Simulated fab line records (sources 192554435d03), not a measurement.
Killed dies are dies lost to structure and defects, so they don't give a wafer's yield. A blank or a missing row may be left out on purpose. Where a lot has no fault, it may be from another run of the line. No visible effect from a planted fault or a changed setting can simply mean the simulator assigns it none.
Matching of chambers | flow n5-finfet | 4 sister chambers for N5_BEOL_M5_ETCH_67 on rie-diel-02
The step etches SiARC in CF4, target depth 15.6 nm, time 26 s. 22 wafers are shown with their chamber, then 11 later ones without.

## WAFERS, EACH WITH ITS CHAMBER
wafer  | chamber | showerhead-plenum-p-Torr (Torr) | throttle-valve-pct (%) | drypump-motor-current-A (A)
L074.2 | 2       | 2.07                            | 15.51                  | 5.6
L074.3 | 0       | 2.00                            | 15.94                  | 5.7
L074.4 | 2       | 2.08                            | 15.53                  | 5.7
L075.1 | 2       | 2.07                            | 15.52                  | 5.6
L075.2 | 0       | 2.00                            | 15.93                  | 5.7
L075.3 | 1       | 2.11                            | 16.07                  | 5.5
L075.4 | 2       | 2.08                            | 15.51                  | 5.6
L075.5 | 0       | 2.00                            | 15.94                  | 5.7
L075.6 | 1       | 2.11                            | 16.05                  | 5.5
L076.2 | 3       | 2.20                            | 15.28                  | 6.0
L076.3 | 2       | 2.07                            | 15.51                  | 5.7
L076.6 | 2       | 2.07                            | 15.52                  | 5.7
L082.1 | 2       | 2.07                            | 15.54                  | 5.6
L082.3 | 3       | 2.20                            | 15.31                  | 6.0
L082.4 | 0       | 1.99                            | 15.95                  | 5.7
L084.2 | 0       | 1.99                            | 15.96                  | 5.7
L084.3 | 1       | 2.11                            | 16.10                  | 5.4
L084.6 | 0       | 1.99                            | 15.97                  | 5.7
L085.2 | 0       | 1.99                            | 15.96                  | 5.7
L085.4 | 3       | 2.20                            | 15.32                  | 6.0
L085.5 | 2       | 2.07                            | 15.55                  | 5.7
L086.2 | 1       | 2.11                            | 16.09                  | 5.5

SIGNATURES (means of the wafers above)
reading                  | chamber 0 | chamber 1 | chamber 2 | chamber 3 | scatter within a chamber
showerhead-plenum-p-Torr | 1.9943    | 2.1100    | 2.0725    | 2.2000    | 0.00423
throttle-valve-pct       | 15.9500   | 16.0775   | 15.5237   | 15.3033   | 0.0169
drypump-motor-current-A  | 5.700     | 5.475     | 5.650     | 6.000     | 0.0391
Rule: a wafer lies at a distance from a chamber equal to the root of the sum of squares, over the readings, of (its reading less the chamber's mean, divided by the reading's scatter). If the next closest chamber is less than 2 further off than the closest, the wafer can't be placed; otherwise it belongs to the closest. The scatter: take each reading less its chamber's mean, square it, sum over the shown wafers, divide by the number of wafers less the number of chambers, and take the root.

## WAFERS MISSING THEIR CHAMBER
wafer  | showerhead-plenum-p-Torr (Torr) | throttle-valve-pct (%) | drypump-motor-current-A (A)
L086.3 | 1.99                            | 15.97                  | 5.7
L086.6 | 2.20                            | 15.32                  | 6.0
L090.1 | 1.99                            | 15.98                  | 5.7
L090.3 | 2.11                            | 15.59                  | 5.5
L090.5 | 2.11                            | 15.58                  | 5.4
L091.2 | 2.07                            | 15.59                  | 5.6
L091.5 | 2.11                            | 15.58                  | 5.5
L091.6 | 2.06                            | 15.57                  | 5.6
L096.4 | 2.10                            | 15.59                  | 5.4
L096.5 | 1.98                            | 16.02                  | 5.7
L096.6 | 2.06                            | 15.60                  | 5.6

## WHICH CHAMBER EACH WENT THROUGH
wafer  | from the rows above | in truth
L086.3 | 0                   | 0
L086.6 | 3                   | 3
L090.1 | 0                   | 0
L090.3 | 2                   | 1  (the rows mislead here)
L090.5 | 2                   | 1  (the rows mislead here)
L091.2 | 2                   | 2
L091.5 | 2                   | 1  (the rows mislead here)
L091.6 | 2                   | 2
L096.4 | 2                   | 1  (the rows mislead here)
L096.5 | 0                   | 0
L096.6 | 2                   | 2
Correctly placed: 7 of 11. Not placeable from these rows: 0. 4 placed wrongly.
